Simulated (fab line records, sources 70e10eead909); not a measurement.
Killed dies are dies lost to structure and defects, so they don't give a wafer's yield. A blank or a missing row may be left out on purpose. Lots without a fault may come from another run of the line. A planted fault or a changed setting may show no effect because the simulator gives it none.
Which tool did it? | flow nand_harc | 12 lots, 36 wafers sampled, at 6 steps of a route of 1302

WHAT THE GAUGES READ, wafer by wafer
NHARC_A_SGD_CUT_OVL_MEAS_10.
lot  | measured     | on         | overlay_x_nm (nm)
L074 | day 19 00:53 | overlay-02 | 0.5 0.7 0.1
L076 | day 19 00:43 | overlay-01 | -1.3 -1.2 -1.1
L079 | day 20 09:47 | overlay-01 | -0.3 -1.3 -0.6
L082 | day 21 18:02 | overlay-02 | 1.2 0.8 0.3
L083 | day 22 07:22 | overlay-01 | 1.7 2.4 1.1
L085 | day 22 09:40 | overlay-01 | -1.6 -1.1 -1.3
L087 | day 22 22:22 | overlay-01 | 0.1 0.4 0.3
L089 | day 24 03:47 | overlay-01 | 0.5 0.6 0.8
L091 | day 24 20:49 | overlay-01 | -0.3 0.5 0.4
L092 | day 25 14:10 | overlay-02 | 0.3 -0.3 -0.5
L095 | day 26 18:46 | overlay-02 | -0.5 -1.2 -0.9
L097 | day 27 18:32 | overlay-01 | -0.6 -0.5 -0.6

WHICH TOOL RAN EACH LOT (tool, then ch and the chambers of the sampled wafers, then the start)
lot  | NHARC_A_STAIRCASE_HM_OPEN_460                 | NHARC_A_STAIRCASE_HM_OPEN_463                 | NHARC_A_STAIRCASE_ETCH_453                    | NHARC_A_STAIRCASE_DEP_417       | NHARC_A_STAIRCASE_DEP_325
L074 | rie_diel-03 ch 0,2, day 16 20:37 or earlier   | rie_diel-05 ch 0,3, day 16 20:37 or earlier   | rie_diel-05 ch 0,1, day 16 20:37 or earlier   | pecvd-02 ch 0,2, day 16 20:37   | pecvd-02 ch 0,1, day 18 05:40
L076 | rie_diel-03 ch 0,1,3, day 17 01:52 or earlier | rie_diel-04 ch 1,2,3, day 17 01:52 or earlier | rie_diel-04 ch 2,3, day 17 01:52 or earlier   | pecvd-03 ch 0,1,2, day 17 01:52 | pecvd-03 ch 1,2, day 18 05:34
L079 | rie_diel-04 ch 1,2,3, day 18 13:13 or earlier | rie_diel-04 ch 2,3, day 18 13:13 or earlier   | rie_diel-04 ch 0,1,3, day 18 13:13 or earlier | pecvd-02 ch 1,2, day 18 13:13   | pecvd-02 ch 1,2, day 19 17:57
L082 | rie_diel-04 ch 0,2,3, day 19 10:38 or earlier | rie_diel-05 ch 0,1,2, day 19 10:38 or earlier | rie_diel-05 ch 0,1,3, day 19 10:38 or earlier | pecvd-02 ch 0,2, day 19 10:38   | pecvd-02 ch 0,2, day 20 21:51
L083 | rie_diel-03 ch 2,3, day 20 05:59 or earlier   | rie_diel-04 ch 0,1,3, day 20 05:59 or earlier | rie_diel-04 ch 0,1,2, day 20 05:59 or earlier | pecvd-01 ch 0,1,2, day 20 05:59 | pecvd-01 ch 0,1,2, day 21 14:58
L085 | rie_diel-04 ch 1,3, day 20 13:48 or earlier   | rie_diel-05 ch 1,2,3, day 20 13:48 or earlier | rie_diel-05 ch 0,3, day 20 13:48 or earlier   | pecvd-03 ch 0,1, day 20 13:48   | pecvd-02 ch 0,1,2, day 21 15:26
L087 | rie_diel-04 ch 0,1,3, day 21 04:06 or earlier | rie_diel-04 ch 1,3, day 21 04:06 or earlier   | rie_diel-04 ch 1,2, day 21 04:06 or earlier   | pecvd-03 ch 1,2, day 21 04:06   | pecvd-01 ch 0,1, day 22 05:12
L089 | rie_diel-04 ch 0,1,3, day 22 05:32 or earlier | rie_diel-04 ch 0,2, day 22 05:32 or earlier   | rie_diel-04 ch 0,1,3, day 22 05:32 or earlier | pecvd-02 ch 0,1,2, day 22 05:32 | pecvd-03 ch 0,1,2, day 23 11:17
L091 | rie_diel-03 ch 0,1, day 23 03:05 or earlier   | rie_diel-03 ch 1,2, day 23 03:05 or earlier   | rie_diel-03 ch 0,1,2, day 23 03:05 or earlier | pecvd-01 ch 0,2, day 23 03:05   | pecvd-02 ch 0,1,2, day 24 04:30
L092 | rie_diel-03 ch 0,1,2, day 23 18:53 or earlier | rie_diel-05 ch 0,3, day 23 18:53 or earlier   | rie_diel-05 ch 0,2,3, day 23 18:53 or earlier | pecvd-01 ch 0,1,2, day 23 18:53 | pecvd-03 ch 0,1,2, day 24 21:45
L095 | rie_diel-04 ch 0,1,2, day 24 21:28 or earlier | rie_diel-03 ch 0,2, day 24 21:28 or earlier   | rie_diel-03 ch 0,1,2, day 24 21:28 or earlier | pecvd-03 ch 0,1,2, day 24 21:28 | pecvd-02 ch 0,1, day 26 01:56
L097 | rie_diel-04 ch 1,2,3, day 25 18:57 or earlier | rie_diel-03 ch 0,1,3, day 25 18:57 or earlier | rie_diel-03 ch 0,2,3, day 25 18:57 or earlier | pecvd-02 ch 1,2, day 25 18:57   | pecvd-03 ch 0,1, day 27 00:53
- NHARC_A_STAIRCASE_HM_OPEN_460: chemistry O2/COS.
- NHARC_A_STAIRCASE_HM_OPEN_463: chemistry O2/COS.
- NHARC_A_STAIRCASE_ETCH_453: etches the open film in CF4/O2, target depth 30 nm, overetch 3 nm, time 16.5 s.
- NHARC_A_STAIRCASE_DEP_417: deposits Si3N4, target thk 60 nm.
- NHARC_A_STAIRCASE_DEP_325: deposits SiO2, target thk 7200 nm.

THE ANSWER, worked out from the rows above alone
Rule: what is usual is taken from the lots themselves. Put in order of their means at a reading, lots are off if they are a third of the lots or fewer, leave a main group of 4 or more, and stand apart from it by a gap of 3 or more times the standard deviation of the main group's means; of several such gaps the widest counts. A main group whose means are all the same, to the digits that the tables above print for the reading, isn't used. A lot without any number at a reading at which 4 lots or more have one is off too. The other lots that the step has rows for count as sound.
No lot is off at any reading shown: from this, nothing can be told.

WHAT THE SIMULATOR HAD PUT IN
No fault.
